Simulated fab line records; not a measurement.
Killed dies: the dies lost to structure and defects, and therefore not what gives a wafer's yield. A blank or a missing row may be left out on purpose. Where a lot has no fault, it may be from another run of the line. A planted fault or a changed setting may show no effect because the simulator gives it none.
A lot that was struck, set against a sound lot + flow nand_harc + 14 steps out of a route of 1302
Sound: wafers L313.2, L313.5, L313.6. Struck: wafer L303.4. (L303.2 of the same lot was not struck and is left out.) The cause comes at the end.
Each step with rows lists, per side, the tool, then ch with its chambers, then its first start. Under that, the readings that differ: sound wafers + struck wafers + difference of the means + sigmas: that difference in standard deviations of wafers without a fault.
alike: same words and numbers on both sides, and readings whose means sit less than 2 such deviations apart. not compared: any withheld reading, any reading some wafer has no value for, any bound like >300 that may hide the same value, and any number with overlapping values for which the record gives no deviation.
A row with sigmas, a row that says differs or no value, or rows on one side alone: a step with any of these is where the two part. Non-overlapping numbers with no deviation appear without sigmas and do not part them. A reading missing from all wafers of one side parts the sides only when that side holds two or more wafers.

first, 1 step without rows for these wafers: NHARC_A_CHANNEL_FILL_D1_SRD_12.
NHARC_A_CHANNEL_FILL_D1_INSPECT_13:
  struck on defect_inspect-02, day 15 10:53; sound on defect_inspect-02, day 19 16:12
  alike: raw_defect_count
NHARC_A_DECK1_JOINT_ETCHBACK_07: etches the open film in HBr, target depth 105 nm, time 26.9 s.
  sound on rie_si-04 ch 0,1,3, day 19 16:17; struck on rie_si-06 ch 1, day 15 10:59
  alike: drypump_motor_current_A, oes_product_au, throttle_valve_pct
  not compared: rf_hours_counter_h
then, 8 steps without rows for these wafers: NHARC_A_DECK1_JOINT_ETCH_25 (etches SiO2 in dHF, target depth 0.5 nm); NHARC_A_DECK1_JOINT_ETCH_19 (etches poly-Si in TMAH, target depth 3 nm); NHARC_A_DECK1_JOINT_ETCH_18 (etches SiO2 in dHF, target depth 3 nm); NHARC_A_DECK1_JOINT_WET_08 (chemistry H3PO4, time 86 s); NHARC_A_DECK1_JOINT_ETCH_09 (etches SiO2 in dHF, target depth 5 nm); NHARC_A_DECK1_JOINT_WET_10 (chemistry H3PO4, time 86 s); NHARC_A_DECK1_JOINT_ETCH_11 (etches SiO2 in dHF, target depth 35 nm); NHARC_A_DECK1_JOINT_CVD_12 (deposits poly-Si, target thk 90 nm, time 1800 s).
NHARC_A_DECK1_JOINT_CMP_13: polishes, target thk 51.023 nm.
  sound on cmp-02 ch 0,1,3, day 20 02:38; struck on cmp-04 ch 2, day 15 21:05
| reading                | sound         | struck | difference | sigmas |
|------------------------|---------------|--------|------------|--------|
| time_to_endpoint_s (s) | 13.4 7.6 11.0 | 22.4   | +11.7      | +5     |
  alike: motor_current_A
NHARC_A_DECK1_JOINT_THK_MEAS_14: measures by ellipsometry.
  struck on film_metro-01, day 15 21:19; sound on film_metro-02, day 20 02:50
  alike: thk_nm
following that, these wafers have no rows for 1 step: NHARC_END_SORT_01.

== WHERE THEY PART ==
At NHARC_A_DECK1_JOINT_CMP_13 and nowhere else, as far as this record goes. Later steps at which nothing parts them and some readings are alike: NHARC_A_DECK1_JOINT_THK_MEAS_14.

WHY: the cause the simulator had injected
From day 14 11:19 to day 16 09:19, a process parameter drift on cmp-04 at NHARC_A_DECK1_JOINT_CMP_13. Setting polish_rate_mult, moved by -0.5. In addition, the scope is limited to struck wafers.
